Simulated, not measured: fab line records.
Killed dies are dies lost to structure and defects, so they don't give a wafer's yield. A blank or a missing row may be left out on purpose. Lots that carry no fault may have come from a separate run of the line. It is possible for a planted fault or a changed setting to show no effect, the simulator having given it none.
Split-lot experiment | flow n5 finfet | route with 1938 steps; 7 lots, 39 wafers read

== SPLIT DETAILS ==
At N5_PASSIVATION_SPUTTER_20 (material TaN, target thk 50 nm), the setting target thk a was moved away from the recipe's 500 angstrom on 18 of the 39 wafers read, by -52.0% to +45.3%. For the rest of the wafers, this setting stayed at what the recipe calls for.

The reading comes from the split's own step.

== THE READING ==
TaN_of_PASSIVATION_SPUTTER_20.thk nm (the simulator's own value, which no gauge read), in nm, at N5_PASSIVATION_SPUTTER_20 (material TaN, target thk 50 nm). There is no usual value for it anywhere in the file. The 21 wafers here that ran the recipe average 49.9 nm, standard deviation 0.45 nm.

wafer  | tool, chamber at the split | target thk a as run, angstrom | against the recipe | TaN_of_PASSIVATION_SPUTTER_20.thk nm, nm | against lot-mates on the recipe
L074.1 | pvd sputter-03, -          | 271.7                         | -45.7%             | 27                                       | -22.9
L074.2 | pvd sputter-03, -          | 500                           | recipe             | 49.8                                     | -
L074.3 | pvd sputter-03, -          | 271.7                         | -45.7%             | 27.2                                     | -22.7
L074.4 | pvd sputter-03, -          | 500                           | recipe             | 50.2                                     | -
L074.5 | pvd sputter-03, -          | 500                           | recipe             | 49.6                                     | -
L074.6 | pvd sputter-03, -          | 271.7                         | -45.7%             | 27.8                                     | -22.1
L077.1 | pvd sputter-03, -          | 402.8                         | -19.4%             | 40.4                                     | -9.7
L077.2 | pvd sputter-03, -          | 500                           | recipe             | 49.8                                     | -
L077.3 | pvd sputter-03, -          | 402.8                         | -19.4%             | 40.6                                     | -9.5
L077.4 | pvd sputter-03, -          | 402.8                         | -19.4%             | 40.2                                     | -9.9
L077.5 | pvd sputter-03, -          | 500                           | recipe             | 50.4                                     | -
L077.6 | pvd sputter-03, -          | 500                           | recipe             | 50                                       | -
L079.1 | pvd sputter-03, -          | 374.7                         | -25.1%             | 37.8                                     | -12.3
L079.3 | pvd sputter-03, -          | 374.7                         | -25.1%             | 37.8                                     | -12.3
L079.2 | pvd sputter-03, -          | 374.7                         | -25.1%             | 37.4                                     | -12.7
L079.4 | pvd sputter-03, -          | 500                           | recipe             | 50                                       | -
L079.5 | pvd sputter-03, -          | 500                           | recipe             | 50.6                                     | -
L079.6 | pvd sputter-03, -          | 500                           | recipe             | 49.6                                     | -
L081.1 | pvd sputter-03, -          | 240.2                         | -52.0%             | 23.8                                     | -25.7
L081.2 | pvd sputter-03, -          | 500                           | recipe             | 49.4                                     | -
L081.3 | pvd sputter-03, -          | 240.2                         | -52.0%             | 23.6                                     | -25.9
L081.4 | pvd sputter-03, -          | 500                           | recipe             | 49.2                                     | -
L081.5 | pvd sputter-03, -          | 240.2                         | -52.0%             | 24.2                                     | -25.3
L081.6 | pvd sputter-03, -          | 500                           | recipe             | 50                                       | -
L083.2 | pvd sputter-01, -          | 500                           | recipe             | 50.2                                     | -
L083.5 | pvd sputter-01, -          | 500                           | recipe             | 50.2                                     | -
L083.6 | pvd sputter-01, -          | 500                           | recipe             | 50.2                                     | -
L088.1 | pvd sputter-03, -          | 500                           | recipe             | 48.8                                     | -
L088.2 | pvd sputter-03, -          | 500                           | recipe             | 49.4                                     | -
L088.3 | pvd sputter-03, -          | 726.6                         | +45.3%             | 71.6                                     | +22.5
L088.4 | pvd sputter-03, -          | 726.6                         | +45.3%             | 71.4                                     | +22.3
L088.6 | pvd sputter-03, -          | 726.6                         | +45.3%             | 71.4                                     | +22.3
L088.5 | pvd sputter-03, -          | 500                           | recipe             | 49.2                                     | -
L090.1 | pvd sputter-02, -          | 500                           | recipe             | 50.2                                     | -
L090.2 | pvd sputter-02, -          | 500                           | recipe             | 50.2                                     | -
L090.5 | pvd sputter-02, -          | 500                           | recipe             | 50.2                                     | -
L090.3 | pvd sputter-02, -          | 400                           | -20.0%             | 40.6                                     | -9.6
L090.4 | pvd sputter-02, -          | 400                           | -20.0%             | 40                                       | -10.2
L090.6 | pvd sputter-02, -          | 400                           | -20.0%             | 40.4                                     | -9.8

THE FIT
A straight line over all 39 wafers: TaN_of_PASSIVATION_SPUTTER_20.thk nm changes by +0.489 nm for each +1% of target thk a; r = +1.00; the points scatter about the line by 0.44 nm.
The same after taking each lot's own level away (the mean of its wafers on the recipe; 39 wafers): +0.494 nm for each +1%; r = +1.00; scatter 0.25 nm.
Per that fit: largest target thk a move, reading shift of 26 nm.
Across the lots, their own levels run from 49.13 to 50.20 nm, a range of 2.4 times the standard deviation given above.
So the lot-to-lot level changes the slope little: the two slopes agree.
Check: with one of the wafers moved furthest among these (-52.0%) left out of the fit, the line predicts -25.6 nm for it against its lot-mates. Against them it came out at -25.7 nm.

== THE OTHER SPLITS THESE WAFERS WENT THROUGH ==
These wafers also went through other splits before the reading. Each is held against what the fit with the lots' levels taken away leaves over:
other split on the same wafers            | wafers away from the commonest value | r with TaN_of_PASSIVATION_SPUTTER_20.thk nm (lot level and that fit taken away)
N5_BEOL_M11_TRENCH_ETCH_37 target depth a | 15                                   | +0.14

== THE FILE'S OWN FIT ==
TaN_of_PASSIVATION_SPUTTER_20.thk nm changes by +0.494 nm for each +1% of target thk a, r = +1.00.
